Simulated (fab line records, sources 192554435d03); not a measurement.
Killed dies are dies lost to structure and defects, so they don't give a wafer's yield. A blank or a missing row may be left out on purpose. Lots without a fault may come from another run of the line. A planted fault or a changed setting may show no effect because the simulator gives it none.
Chamber matching | flow n5_finfet | N5_GATE_CUT_SAC_CAP_01 on ald_sin-03: 4 sister chambers
The step material SiNx, target thk 24 nm, pulse time 1 s, ald cycles 480. 8 wafers are shown with their chamber, then 11 later ones without.

WAFERS WITH THEIR CHAMBER
wafer  | chamber | heater_power_w (W) | chamber_pressure_Torr (Torr)
L085.2 | 0       | 759                | 2.010
L086.4 | 1       | 823                | 2.006
L086.5 | 0       | 790                | 2.004
L088.5 | 3       | 787                | 1.998
L090.2 | 1       | 813                | 1.996
L090.3 | 2       | 904                | 2.001
L090.4 | 3       | 796                | 2.001
L091.1 | 2       | 906                | 2.002

WAFERS WITHOUT THEIR CHAMBER
wafer  | heater_power_w (W) | chamber_pressure_Torr (Torr)
L091.3 | 791                | 2.004
L091.6 | 813                | 2.008
L092.2 | 875                | 1.989
L092.5 | 789                | 1.999
L092.6 | 915                | 1.996
L094.1 | 874                | 2.000
L094.2 | 793                | 2.006
L094.3 | 801                | 2.000
L095.2 | 789                | 2.007
L095.3 | 869                | 1.999
L095.6 | 881                | 1.997

WHICH CHAMBER EACH WENT THROUGH
wafer  | from the rows above          | in truth
L091.3 | can't be placed: 3 or 0 or 1 | 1
L091.6 | can't be placed: 1 or 3 or 0 | 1
L092.2 | can't be placed: 2 or 1      | 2
L092.5 | can't be placed: 3 or 0      | 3
L092.6 | 2                            | 2
L094.1 | 2                            | 2
L094.2 | can't be placed: 3 or 0 or 1 | 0
L094.3 | can't be placed: 3 or 1 or 0 | 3
L095.2 | can't be placed: 0 or 3 or 1 | 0
L095.3 | can't be placed: 2 or 1      | 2
L095.6 | 2                            | 2
Placed correctly: 3 of 11. Can't be placed from these rows: 8 (the true chamber is among the candidates in 8). Placed wrongly: 0.
How it was worked out, from the rows above alone: a wafer's distance from a chamber is the root of the sum, over the readings, of the square of ((its reading less the chamber's mean) divided by the reading's scatter). The wafer belongs to the nearest chamber; if the next one is less than 2 further off, it can't be placed. A chamber's mean is the mean of its shown wafers. The scatter: the root of (the sum of the squares of (reading less its chamber's mean) over the shown wafers, divided by (wafers less chambers)).
